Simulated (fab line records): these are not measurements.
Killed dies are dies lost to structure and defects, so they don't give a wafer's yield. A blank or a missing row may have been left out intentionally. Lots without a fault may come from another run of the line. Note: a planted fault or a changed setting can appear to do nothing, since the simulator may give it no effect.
Chamber matching ; flow n5_finfet ; 3 sister chambers for N5_BEOL_M14_DEP_53 on pecvd-03
The step deposits SiCN from 3MS/NH3, target thk 50 nm, time 17.8 s. 6 wafers are shown with their chamber, then 10 later ones without.

== WAFERS WITH THEIR CHAMBER ==
wafer;chamber;throttle_valve_pct (%);showerhead_plenum_p_Torr (Torr)
L083.5;1;18.8;4.118
L082.1;0;19.5;4.195
L082.3;2;17.7;4.181
L082.4;0;19.5;4.194
L088.1;2;17.5;4.181
L088.5;1;19.0;4.128

== WAFERS WITHOUT THEIR CHAMBER ==
wafer;throttle_valve_pct (%);showerhead_plenum_p_Torr (Torr)
L088.6;17.8;4.165
L086.1;18.8;4.116
L086.5;18.9;4.108
L086.6;19.3;4.205
L089.2;19.1;4.196
L089.5;19.5;4.186
L089.6;18.8;4.105
L095.3;17.5;4.181
L095.5;18.7;4.116
L095.6;17.9;4.177

== EACH ONE'S CHAMBER ==
wafer;from the rows above;in truth
L088.6;2;2
L086.1;1;1
L086.5;1;1
L086.6;0;0
L089.2;0;0
L089.5;0;0
L089.6;1;1
L095.3;2;2
L095.5;1;1
L095.6;2;2
Placed correctly: 10 of 10. From these rows, 0 cannot be placed. Placed wrongly: 0.
How it was worked out, from the rows above alone: a wafer's distance from a chamber is the root of the sum, over the readings, of the square of ((its reading less the chamber's mean) divided by the reading's scatter). The wafer belongs to the nearest chamber; if the next one is less than 2 further off, it can't be placed. For every chamber, the mean is computed from those of its wafers that are shown. How the scatter is found: for the shown wafers, subtract from each reading the mean of its chamber, square and add these, divide the total by (wafers less chambers), then take the root.
